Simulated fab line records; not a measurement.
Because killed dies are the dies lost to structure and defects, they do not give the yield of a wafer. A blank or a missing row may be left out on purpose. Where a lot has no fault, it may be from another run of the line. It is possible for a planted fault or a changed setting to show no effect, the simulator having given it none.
Matching of chambers || flow nand harc || NHARC_A_BONDPAD_ETCH_24 on rie diel-07: 4 sister chambers
The step etches the open film in CF4/N2, target depth 30 nm, time 72.99 s. 8 wafers are shown with their chamber, then 8 later ones without.

WAFERS WITH THEIR CHAMBER
{"wafer": "L844.4", "chamber": 1, "rf vpp V (V)": 316.9, "oes product au (a.u.)": 1.007}
{"wafer": "L844.6", "chamber": 3, "rf vpp V (V)": 315.0, "oes product au (a.u.)": 0.997}
{"wafer": "L846.1", "chamber": 0, "rf vpp V (V)": 312.6, "oes product au (a.u.)": 0.994}
{"wafer": "L846.2", "chamber": 3, "rf vpp V (V)": 315.9, "oes product au (a.u.)": 0.995}
{"wafer": "L851.1", "chamber": 0, "rf vpp V (V)": 311.9, "oes product au (a.u.)": 0.992}
{"wafer": "L851.2", "chamber": 1, "rf vpp V (V)": 314.2, "oes product au (a.u.)": 1.000}
{"wafer": "L851.5", "chamber": 2, "rf vpp V (V)": 315.1, "oes product au (a.u.)": 0.984}
{"wafer": "L856.3", "chamber": 2, "rf vpp V (V)": 314.2, "oes product au (a.u.)": 0.986}

WAFERS WHOSE CHAMBER IS MISSING
{"wafer": "L856.4", "rf vpp V (V)": 311.1, "oes product au (a.u.)": 0.995}
{"wafer": "L856.6", "rf vpp V (V)": 314.5, "oes product au (a.u.)": 0.991}
{"wafer": "L859.3", "rf vpp V (V)": 314.6, "oes product au (a.u.)": 1.000}
{"wafer": "L859.4", "rf vpp V (V)": 315.9, "oes product au (a.u.)": 1.001}
{"wafer": "L859.6", "rf vpp V (V)": 315.1, "oes product au (a.u.)": 0.990}
{"wafer": "L858.2", "rf vpp V (V)": 312.3, "oes product au (a.u.)": 1.000}
{"wafer": "L858.3", "rf vpp V (V)": 316.6, "oes product au (a.u.)": 1.009}
{"wafer": "L858.6", "rf vpp V (V)": 316.6, "oes product au (a.u.)": 1.002}

WHICH CHAMBER EACH ONE RAN IN
{"wafer": "L856.4", "from the rows above": 0, "in truth": 0}
{"wafer": "L856.6", "from the rows above": "can't be placed: 3 or 2 or 0", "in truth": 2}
{"wafer": "L859.3", "from the rows above": "can't be placed: 1 or 3 or 0", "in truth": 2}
{"wafer": "L859.4", "from the rows above": "can't be placed: 1 or 3", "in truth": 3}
{"wafer": "L859.6", "from the rows above": "can't be placed: 2 or 3 or 0", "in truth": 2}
{"wafer": "L858.2", "from the rows above": "can't be placed: 0 or 3 or 1", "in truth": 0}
{"wafer": "L858.3", "from the rows above": 1, "in truth": 1}
{"wafer": "L858.6", "from the rows above": "can't be placed: 1 or 3", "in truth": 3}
Correct placement for 2 of the 8. From these rows, 6 cannot be placed; in 5 the true chamber is one of the candidates. 0 placed wrongly.
How it was worked out, from the rows above alone: a wafer's distance from a chamber is the root of the sum, over the readings, of the square of ((its reading less the chamber's mean) divided by the reading's scatter). The wafer belongs to the nearest chamber; if the next one is less than 2 further off, it can't be placed. For every chamber, the mean is computed from those of its wafers that are shown. The scatter: take each reading less its chamber's mean, square it, sum over the shown wafers, divide by the number of wafers less the number of chambers, and take the root.
